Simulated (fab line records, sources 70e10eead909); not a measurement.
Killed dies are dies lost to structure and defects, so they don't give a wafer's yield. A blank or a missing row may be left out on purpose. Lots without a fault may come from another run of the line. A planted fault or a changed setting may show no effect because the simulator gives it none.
A struck lot beside a sound one | flow nand_harc | 13 steps out of a route of 1302
Sound: wafers L434.1, L434.2, L434.5. Struck: wafer L443.4. (L443.1, L443.3 of the same lot were not struck and are left out.) The cause comes at the end.
At each step with rows: each side's tool, then ch and its chambers, then its first start. Under that, the readings that differ: sound wafers | struck wafers | difference of the means | sigmas: that difference in standard deviations of wafers without a fault.
alike: readings whose means differ by less than 2 such deviations, and words and numbers that are the same on both sides. not compared: withheld readings, readings that some wafer has no value for, bounds like >300 that may hide the same value, and numbers for which the record gives no deviation and whose values overlap.
The two part at a step that has a row with sigmas, a row that says differs or no value, or rows on one side only. Numbers that don't overlap but have no deviation are shown without sigmas and don't part them. A reading that every wafer of one side lacks parts them only if that side has two wafers or more.

first, 2 steps without rows for these wafers: NHARC_A_STAIRCASE_HARDBAKE_185 (time 140 s); NHARC_A_STAIRCASE_DESCUM_186 (chemistry O2, time 3 s).
NHARC_A_STAIRCASE_TRIM_187: chemistry O2, time 211.2 s.
  sound on rie_diel-03 ch 2,3, day 15 19:01; struck on rie_diel-13 ch 3, day 19 15:02
  alike: drypump_motor_current_A, oes_product_au, rf_vpp_V, showerhead_plenum_p_Torr, throttle_valve_pct
  not compared: rf_hours_counter_h
NHARC_A_STAIRCASE_ETCH_188: etches the open film in C4F8/O2, target depth 100 nm, time 40.5 s.
  sound on rie_diel-03 ch 0,3; struck on rie_diel-13 ch 3
  reading               | sound             | struck | difference | sigmas
  oes_product_au (a.u.) | 0.955 0.930 0.916 | 0.964  | +0.030     | +2
  alike: rf_vpp_V
  not compared: rf_hours_counter_h
then, 1 step without rows for these wafers: NHARC_A_STAIRCASE_TRIM_189 (chemistry O2, time 211.2 s).
NHARC_A_STAIRCASE_ETCH_190: etches the open film in C4F8/O2, target depth 100 nm, time 40.5 s.
  sound on rie_diel-03 ch 1,2; struck on rie_diel-13 ch 3
  reading               | sound             | struck | difference | sigmas
  oes_product_au (a.u.) | 0.924 0.932 0.917 | 0.953  | +0.029     | +3
  alike: rf_vpp_V
  not compared: rf_hours_counter_h
then, 1 step without rows for these wafers: NHARC_A_STAIRCASE_TRIM_191 (chemistry O2, time 211.2 s).
NHARC_A_STAIRCASE_ETCH_192: etches the open film in C4F8/O2, target depth 100 nm, time 40.5 s.
  sound on rie_diel-03 ch 0,1,2; struck on rie_diel-13 ch 0
  alike: oes_product_au, rf_vpp_V
  not compared: rf_hours_counter_h
then, 2 steps without rows for these wafers: NHARC_A_STAIRCASE_TRIM_193 (chemistry O2, time 211.2 s); NHARC_A_STAIRCASE_ETCH_194 (etches the open film in C4F8/O2, target depth 100 nm, time 40.5 s).
NHARC_A_STAIRCASE_TRIM_196: chemistry O2, time 211.2 s.
  sound on rie_diel-13 ch 1,2,3, day 15 20:03; struck on rie_diel-03 ch 1, day 19 16:04
  reading               | sound             | struck | difference | sigmas
  oes_product_au (a.u.) | 1.012 1.000 0.998 | 0.717  | -0.286     | -33
  alike: drypump_motor_current_A, rf_vpp_V, showerhead_plenum_p_Torr, throttle_valve_pct
  not compared: rf_hours_counter_h
NHARC_A_STAIRCASE_ETCH_197: etches the open film in C4F8/O2, target depth 100 nm, time 40.5 s.
  sound on rie_diel-13 ch 0,1,3; struck on rie_diel-03 ch 1
  alike: oes_product_au, rf_vpp_V
  not compared: rf_hours_counter_h
-- the record jumps here: 9 days lie between the struck wafers' starts before and after (it left off in module A_STAIRCASE and takes up again in module END, whose first step shown is number 1302 of the route) --
NHARC_END_SORT_01:
  sound on prober-02 ch 0, day 24 09:23; struck on prober-01 ch 0, day 28 09:07
  reading             | sound    | struck | difference | sigmas
  killed_at_array     | 56 75 73 | 664    | +596       | +33
  killed_at_periphery | 2 2 3    | 12     | +10        | +3
  killed_dies         | 58 77 76 | 677    | +607       | +32
  alike: killed_at_other, killed_open, killed_short

WHERE THEY PART
First at NHARC_A_STAIRCASE_ETCH_188; last, within this record, at NHARC_END_SORT_01.

WHY: what the simulator had put in
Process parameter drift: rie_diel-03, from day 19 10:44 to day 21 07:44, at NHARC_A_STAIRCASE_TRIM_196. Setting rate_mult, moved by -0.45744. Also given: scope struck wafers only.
